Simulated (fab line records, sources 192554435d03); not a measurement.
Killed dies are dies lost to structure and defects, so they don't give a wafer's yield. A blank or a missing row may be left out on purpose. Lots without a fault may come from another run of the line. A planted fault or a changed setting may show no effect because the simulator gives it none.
Chamber matching | flow n5_finfet | N5_HKMG_FIN_WET_ETCH_65 on wet_bench-04: 6 sister chambers
The step etches a-Si in TMAH, stops on TiN, time 49 s, target depth 3 nm. 11 wafers are shown with their chamber, then 5 later ones without.

WAFERS WITH THEIR CHAMBER
wafer  | chamber | bath_heat_duty_pct (%) | bath_guard_temp_C (C)
L256.3 | 0       | 13.2                   | 70.0
L262.4 | 3       | 14.6                   | 70.1
L262.6 | 6       | 12.6                   | 69.8
L264.2 | 2       | 9.8                    | 70.0
L264.4 | 0       | 13.8                   | 70.2
L264.5 | 5       | 12.7                   | 70.1
L275.1 | 2       | 9.3                    | 70.2
L275.3 | 3       | 15.1                   | 70.1
L275.4 | 1       | 13.5                   | 70.1
L276.3 | 1       | 14.4                   | 70.0
L276.4 | 5       | 15.0                   | 69.9

WAFERS WITHOUT THEIR CHAMBER
wafer  | bath_heat_duty_pct (%) | bath_guard_temp_C (C)
L276.6 | 13.0                   | 70.0
L277.5 | 13.9                   | 70.5
L277.6 | 13.6                   | 69.1
L279.2 | 9.3                    | 69.7
L279.5 | 13.2                   | 70.2

WHICH CHAMBER EACH WENT THROUGH
wafer  | from the rows above                    | in truth
L276.6 | can't be placed: 5 or 0 or 1 or 6 or 3 | 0
L277.5 | can't be placed: 0 or 3 or 1 or 5      | 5
L277.6 | can't be placed: 6 or 5                | 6
L279.2 | can't be placed: 2 or 6                | 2
L279.5 | can't be placed: 0 or 1 or 5 or 3      | 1
Placed correctly: 0 of 5. Can't be placed from these rows: 5 (the true chamber is among the candidates in 5). Placed wrongly: 0.
How it was worked out, from the rows above alone: a wafer's distance from a chamber is the root of the sum, over the readings, of the square of ((its reading less the chamber's mean) divided by the reading's scatter). The wafer belongs to the nearest chamber; if the next one is less than 2 further off, it can't be placed. A chamber's mean is the mean of its shown wafers. The scatter: the root of (the sum of the squares of (reading less its chamber's mean) over the shown wafers, divided by (wafers less chambers)).
